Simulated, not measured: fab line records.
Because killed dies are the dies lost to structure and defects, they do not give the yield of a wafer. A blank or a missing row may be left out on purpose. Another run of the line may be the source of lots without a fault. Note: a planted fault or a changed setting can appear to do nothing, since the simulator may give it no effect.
What tool caused it?	flow n5 finfet	at 1 step of a route of 1938, 12 lots with 36 wafers sampled

== WHAT THE GAUGES READ, wafer by wafer ==
N5_MOL_CONTACT_COAG_CD_MEAS_84: target cd 25.1 nm.
lot	measured	on	cd nm (nm)
L075	day 5 06:07	cd sem-02	24.97 25.30 24.80
L077	day 5 20:04	cd sem-02	25.31 25.16 25.24
L079	day 6 08:28	cd sem-02	25.52 25.19 25.27
L081	day 7 00:59	cd sem-02	25.23 25.24 25.20
L083	day 7 17:24	cd sem-02	25.12 25.85 25.08
L084	day 7 20:55	cd sem-01	24.90 25.14 24.97
L088	day 8 17:00	cd sem-02	24.94 25.86 25.12
L089	day 9 03:41	cd sem-02	24.86 25.30 24.92
L091	day 9 17:41	cd sem-03	24.90 25.21 25.09
L094	day 10 04:39	cd sem-01	25.30 24.55 25.05
L095	day 10 12:31	cd sem-02	25.21 24.80 25.00
L097	day 11 02:49	cd sem-01	25.04 25.09 25.12

== TOOL THAT RAN EACH LOT (tool first, then ch and the chambers of the sampled wafers, then the start) ==
No process step before these readings appears in the record.

== THE ANSWER, worked out from the rows above alone ==
Rule: the lots themselves supply what counts as usual. Put in order of their means at a reading, lots are off if they are a third of the lots or fewer, leave a main group of 4 or more, and stand apart from it by a gap of 3 or more times the standard deviation of the main group's means; of several such gaps the widest counts. Not used: any main group whose means are identical at the precision the tables above print for the reading. Also off: a lot with no number at a reading for which 4 or more lots have one. All remaining lots with rows at the step are treated as sound.
Nothing can be told from this: no lot is off at any reading shown.

== WHAT HAD BEEN PUT IN BY THE SIMULATOR ==
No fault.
